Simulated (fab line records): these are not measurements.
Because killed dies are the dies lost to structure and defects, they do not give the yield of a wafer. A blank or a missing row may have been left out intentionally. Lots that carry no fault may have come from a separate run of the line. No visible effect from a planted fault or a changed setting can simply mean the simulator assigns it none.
Matching of chambers | flow nand_harc | 4 sister chambers for NHARC_A_STAIRCASE_ALD_420 on ald_hk-04
The step deposits SiO2, target thk 20 nm, pulse time 6 s, ald cycles 200. 18 wafers are shown with their chamber, then 9 later ones without.

WAFERS PAIRED WITH THEIR CHAMBERS
wafer  | chamber | heater_power_w (W) | precursor_pulse_height_rel
L075.3 | 2       | 425                | 1.026
L075.5 | 3       | 504                | 0.999
L075.6 | 0       | 437                | 0.985
L077.1 | 1       | 443                | 0.954
L077.3 | 3       | 502                | 0.987
L077.5 | 2       | 431                | 0.979
L080.1 | 0       | 436                | 0.985
L080.2 | 1       | 449                | 1.028
L080.3 | 2       | 437                | 0.972
L082.1 | 2       | 437                | 1.015
L082.4 | 0       | 439                | 0.960
L082.5 | 0       | 434                | 1.006
L083.2 | 3       | 499                | 0.988
L083.4 | 0       | 431                | 0.982
L083.5 | 2       | 428                | 0.993
L090.2 | 2       | 438                | 1.009
L090.4 | 1       | 453                | 1.027
L090.5 | 3       | 487                | 1.004

SIGNATURES, as means of the wafers listed above
reading                    | chamber 0 | chamber 1 | chamber 2 | chamber 3 | scatter within a chamber
heater_power_w             | 435.40    | 448.33    | 432.67    | 498.00    | 5.42
precursor_pulse_height_rel | 0.98360   | 1.00300   | 0.99900   | 0.99450   | 0.0226
Rule: a wafer lies at a distance from a chamber equal to the root of the sum of squares, over the readings, of (its reading less the chamber's mean, divided by the reading's scatter). If the next closest chamber is less than 2 further off than the closest, the wafer can't be placed; otherwise it belongs to the closest. The scatter is the square root of a quotient: the sum, over the shown wafers, of each reading's squared deviation from its chamber's mean, divided by wafers minus chambers.

WAFERS WITHOUT THEIR CHAMBER
wafer  | heater_power_w (W) | precursor_pulse_height_rel
L090.1 | 486                | 1.026
L090.3 | 429                | 0.999
L090.6 | 431                | 0.988
L095.2 | 443                | 1.054
L095.4 | 483                | 1.003
L095.6 | 431                | 1.020
L097.1 | 425                | 0.997
L097.2 | 452                | 0.996
L097.6 | 439                | 0.991

THE CHAMBER EACH PASSED THROUGH
wafer  | from the rows above          | in truth
L090.1 | 3                            | 3
L090.3 | can't be placed: 2 or 0      | 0
L090.6 | can't be placed: 2 or 0      | 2
L095.2 | can't be placed: 1 or 2 or 0 | 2
L095.4 | 3                            | 3
L095.6 | can't be placed: 2 or 0      | 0
L097.1 | can't be placed: 2 or 0      | 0
L097.2 | 1                            | 1
L097.6 | can't be placed: 0 or 2 or 1 | 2
Correctly placed: 3 of 9. These rows do not allow placing 6 (true chamber among the candidates in 6). Number placed wrongly: 0.
